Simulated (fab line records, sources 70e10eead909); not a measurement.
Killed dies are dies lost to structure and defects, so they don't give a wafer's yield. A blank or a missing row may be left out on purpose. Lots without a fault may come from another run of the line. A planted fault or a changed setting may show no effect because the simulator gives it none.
One fault seen from 2 desks | flow nand_harc | each desk has only its own numbers; what lay behind them comes last

THE METROLOGY DESK
What the gauges read, lot by lot, whatever tool the lot ran on: means of the sampled wafers that have a number. A lot is out of limits, marked OUT, if its mean lies more than 4 standard deviations from the usual mean; the brackets give that distance.
Columns: A = thk_nm at NHARC_A_BONDPAD_THK_MEAS_30, usual 200.4 nm
lot  | first seen here | A
L461 | day 22 12:40    | 199.2
L465 | day 24 10:14    | 202.1
L469 | day 26 05:01    | 201.5
L467 | day 26 07:47    | 202.1
L476 | day 29 03:31    | 201.2
L477 | day 29 05:38    | 199.9
L478 | day 30 07:20    | 199.9
L480 | day 30 18:30    | 200.1
L481 | day 31 01:05    | 200.0
L479 | day 31 01:26    | 200.6
L482 | day 31 10:55    | 199.2
L484 | day 32 03:28    | 201.6
L483 | day 32 04:49    | 201.8
This desk's finding: nothing out of limits on any of the 13 lots.

THE TOOL OWNER'S DESK: rie_diel-05
The tool's own readings at NHARC_A_BONDPAD_ETCH_34 (etches the open film in N2/H2, target depth 60 nm, overetch 18 nm, time 65.91 s): means of the sampled wafers that have a number, for each lot that ran on this tool. A lot is out of limits, marked OUT, if its mean lies more than 4 standard deviations from the usual mean; the brackets give that distance.
Columns: A = drypump_motor_current_A at NHARC_A_BONDPAD_ETCH_34, usual 5.7 A; B = oes_product_au at NHARC_A_BONDPAD_ETCH_34, usual 1.002 a.u.; C = rf_vpp_V at NHARC_A_BONDPAD_ETCH_34, usual 430 V; D = showerhead_plenum_p_Torr at NHARC_A_BONDPAD_ETCH_34, usual 2.01 Torr; E = throttle_valve_pct at NHARC_A_BONDPAD_ETCH_34, usual 14.172 %
lot  | first seen here | A   | B                | C   | D    | E
L465 | day 24 11:07    | 5.6 | 0.993            | 435 | 2.20 | 14.163
L469 | day 26 05:53    | 5.6 | 0.952 (-5.4) OUT | 435 | 2.20 | 14.166
L467 | day 26 08:31    | 6.0 | 0.942 (-6.5) OUT | 432 | 2.13 | 14.176
L477 | day 29 06:23    | 5.9 | 1.003            | 434 | 2.17 | 14.165
L479 | day 31 02:19    | 5.7 | 1.005            | 433 | 2.14 | 14.167
L483 | day 32 05:41    | 5.6 | 1.008            | 434 | 2.14 | 14.170
This desk's finding: out of limits on L467, L469; first on L469, day 26 05:53 (oes_product_au at NHARC_A_BONDPAD_ETCH_34). In limits: L465, L477, L479, L483.

PUT TOGETHER
The tool owner's desk could have raised an alarm at day 26 05:53, on L467, L469.
The metrology desk saw nothing out of limits.
The metrology desk has L467, L469 on record, within its limits.
Of the lots named, all ran NHARC_A_BONDPAD_ETCH_34 on rie_diel-05.

WHAT THE SIMULATOR HAD PUT IN
Process parameter drift: rie_diel-05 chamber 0, from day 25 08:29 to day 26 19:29, at NHARC_A_BONDPAD_ETCH_34. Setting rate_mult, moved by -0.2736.
Lots struck among those shown: L467, L469.
Hours from the fault's start to each desk's first reading out of limits: the tool owner's desk, 21.
